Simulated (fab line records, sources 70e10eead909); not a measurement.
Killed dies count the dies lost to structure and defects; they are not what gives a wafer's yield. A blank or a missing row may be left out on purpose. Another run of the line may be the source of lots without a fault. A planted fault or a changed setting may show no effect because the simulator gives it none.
One fault seen from 3 desks :: flow nand-harc :: each desk holds nothing but its own numbers, with what lay behind them at the end

## DESK OF THE TOOL OWNER: rie-diel-11
The tool's own readings at NHARC_P_M1_ETCH_15 (etches the open film in C4F8/Ar, target depth 182.5 nm, time 91.2 s): means of the sampled wafers that have a number, for each lot that ran on this tool. Marked OUT: a lot whose mean sits more than 4 standard deviations from the usual mean, which makes it out of limits; the brackets give that distance.
Columns: A = oes-product-au at NHARC_P_M1_ETCH_15, usual 0.956 a.u.; B = rf-vpp-V at NHARC_P_M1_ETCH_15, usual 440.3 V; C = run-length-s at NHARC_P_M1_ETCH_15, usual 112.3 s
lot: L907
first seen here: day 6 05:23
A: 0.958
B: 439.7
C: 112.7

lot: L908
first seen here: day 6 20:58
A: 0.977
B: 442.1
C: 112.4

lot: L912
first seen here: day 7 15:31
A: 0.970
B: 440.7
C: 108.8 (-6.7) OUT

lot: L915
first seen here: day 8 12:46
A: 0.936
B: 444.2
C: 106.2 (-12) OUT

lot: L927
first seen here: day 11 08:56
A: 0.924
B: 440.6
C: 112.2
Finding of this desk: L912, L915 out of limits; the first was L912 at day 7 15:31, on run-length-s at NHARC_P_M1_ETCH_15. Within limits: L907, L908, L927.

## THE DEFECT DESK
For each lot, the counts of the inspections along the route, averaged over the sampled wafers that have a number. Marked OUT: a lot whose mean sits more than 4 standard deviations from the usual mean, which makes it out of limits; the brackets give that distance.
Columns: A = raw-defect-count at NHARC_P_M1_INSPECT_27, usual 309
lot: L906
first seen here: day 6 03:14
A: 312

lot: L907
first seen here: day 6 07:46
A: 255

lot: L909
first seen here: day 6 20:29
A: 415

lot: L908
first seen here: day 6 23:22
A: 207

lot: L912
first seen here: day 7 17:55
A: 408

lot: L915
first seen here: day 8 15:14
A: 336

lot: L921
first seen here: day 9 22:11
A: 451

lot: L922
first seen here: day 10 02:13
A: 679

lot: L924
first seen here: day 10 09:20
A: 432

lot: L926
first seen here: day 11 07:24
A: 370

lot: L928
first seen here: day 11 11:02
A: 367

lot: L927
first seen here: day 11 11:21
A: 155

lot: L929
first seen here: day 12 00:32
A: 279
This desk's verdict: no lot among the 13 shows anything out of limits.

## AT THE METROLOGY DESK
Means of the sampled wafers that have a number, per lot and without regard to the tool the lot ran on: this is what the gauges read. Marked OUT: a lot whose mean sits more than 4 standard deviations from the usual mean, which makes it out of limits; the brackets give that distance.
Columns: A = overlay-x-nm at NHARC_P_M1_OVL_MEAS_10, usual 0.0 nm; B = overlay-y-nm at NHARC_P_M1_OVL_MEAS_10, usual 0.0 nm
lot: L906
first seen here: day 6 00:20
A: -0.1
B: 0.1

lot: L907
first seen here: day 6 05:07
A: 0.6
B: 2.2

lot: L909
first seen here: day 6 17:46
A: -1.1
B: -0.7

lot: L908
first seen here: day 6 20:42
A: 0.4
B: 1.2

lot: L912
first seen here: day 7 15:14
A: -1.3
B: -0.6

lot: L915
first seen here: day 8 12:29
A: 1.3
B: 0.7

lot: L921
first seen here: day 9 19:24
A: -0.7
B: -0.4

lot: L922
first seen here: day 9 23:19
A: 1.0
B: -0.8

lot: L924
first seen here: day 10 06:38
A: 0.3
B: 0.6

lot: L926
first seen here: day 11 04:40
A: 0.3
B: 0.0

lot: L928
first seen here: day 11 08:22
A: -0.5
B: 0.8

lot: L927
first seen here: day 11 08:39
A: -2.0
B: 0.7

lot: L929
first seen here: day 11 21:50
A: -1.2
B: 1.3
This desk's verdict: no lot among the 13 shows anything out of limits.

## BROUGHT TOGETHER
An alarm could have come from the tool owner's desk at day 7 15:31, on L912, L915.
Nothing out of limits was seen by the defect desk.
Nothing out of limits was seen by the metrology desk.
The defect desk has L912, L915 on record, within its limits.
The metrology desk holds a record of L912, L915, inside its limits.
The lots listed all ran NHARC_P_M1_ETCH_15 on rie-diel-11.

## WHAT THE SIMULATOR HAD INSERTED
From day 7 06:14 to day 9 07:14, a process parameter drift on rie-diel-11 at NHARC_P_M1_ETCH_15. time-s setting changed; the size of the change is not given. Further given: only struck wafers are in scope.
Lots struck among those shown: L912, L915.
Delay in hours, fault start to first out-of-limits reading, by desk: the tool owner's desk at 9.
